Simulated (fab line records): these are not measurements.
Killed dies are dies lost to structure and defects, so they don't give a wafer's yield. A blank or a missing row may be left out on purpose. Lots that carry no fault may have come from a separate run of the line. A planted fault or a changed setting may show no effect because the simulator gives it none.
Split-lot experiment    flow n5-finfet    21 wafers read across 7 lots, on a route 1938 steps long

## THE SPLIT
At N5_BEOL_M3_TRENCH_ETCH_37 (etches SiOC in C4F6/O2, target depth 55.555 nm, time 29.2 s), the setting bias-w was moved away from the recipe's 185 W on 10 of the 21 wafers read, by -15.9% to +11.1%. For the rest of the wafers, this setting stayed at what the recipe calls for.

Reading taken at the split's own step.

## THE READING
rf-vpp-V, in V, at N5_BEOL_M3_TRENCH_ETCH_37 (etches SiOC in C4F6/O2, target depth 55.555 nm, time 29.2 s). Typical for fault-free wafers on this fab line: 667 V, with standard deviation 4.7 V.

wafer   tool, chamber at the split  bias-w as run, W  against the recipe  rf-vpp-V, V  against lot-mates on the recipe
L075.1  rie-diel-04, 1              185               recipe              668          -
L075.2  rie-diel-04, 2              185               recipe              671          -
L075.5  rie-diel-04, 3              185               recipe              659          -
L074.2  rie-diel-04, 2              185               recipe              672          -
L074.4  rie-diel-04, 3              205.6             +11.1%              718          +51
L074.5  rie-diel-04, 3              185               recipe              662          -
L079.1  rie-diel-04, 1              172.8             -6.6%               634          -38
L079.2  rie-diel-04, 3              172.8             -6.6%               625          -47
L079.4  rie-diel-04, 2              185               recipe              672          -
L088.1  rie-diel-02, 2              155.6             -15.9%              574          -93
L088.2  rie-diel-02, 0              185               recipe              667          -
L088.6  rie-diel-02, 1              155.6             -15.9%              583          -84
L091.1  rie-diel-04, 3              167.9             -9.2%               611          no lot-mate on the recipe
L091.5  rie-diel-04, 1              167.9             -9.2%               620          no lot-mate on the recipe
L091.6  rie-diel-04, 0              167.9             -9.2%               618          no lot-mate on the recipe
L093.2  rie-diel-02, 0              185               recipe              664          -
L093.3  rie-diel-02, 2              185               recipe              662          -
L093.5  rie-diel-02, 0              185               recipe              666          -
L094.1  rie-diel-06, 3              157.3             -15.0%              589          -80
L094.2  rie-diel-06, 0              185               recipe              669          -
L094.5  rie-diel-06, 2              157.3             -15.0%              592          -77

THE FIT
A straight line over all 21 wafers: rf-vpp-V changes by +5.23 V for each +1% of bias-w; r = +0.99; the points scatter about the line by 4.7 V.
The same after taking each lot's own level away (the mean of its wafers on the recipe; 18 wafers): +5.32 V for each +1%; r = +0.99; scatter 4.9 V.
Per that fit: largest bias-w move, reading shift of 84 V.
Measured against the standard deviation above, the lots' own levels, which go from 664.0 to 672.0 V, span 1.7 times it.
Hence the lot-to-lot level has little effect on the slope; both slopes agree.
Check: for one of the wafers moved furthest among these (-15.9%), held out of the fit, the line's prediction against its lot-mates is -84.1 V. It came out at -93 V against them.
Tool readings at the split's step, against how far the setting was moved: rf-vpp-V r = +0.99.

## FURTHER SPLITS ON THESE WAFERS
Other splits were also applied to these wafers ahead of the reading. Each is held against what the fit with the lots' levels taken away leaves over:
other split on the same wafers    wafers away from the commonest value  r with rf-vpp-V (lot level and that fit taken away)
N5_BEOL_M1_COAT_61 spin-rpm       8                                     -0.02
N5_BEOL_M1_VIA_ETCH_34 bias-w     5                                     -0.20
N5_BEOL_M1_TRENCH_ETCH_37 time-s  9                                     -0.21
N5_BEOL_M2_TRENCH_ETCH_37 bias-w  9                                     -0.02
N5_BEOL_M2_DEP_57 time-s          6                                     -0.03

## FILE'S OWN FIT
rf-vpp-V changes by +5.33 V for each +1% of bias-w, r = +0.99.
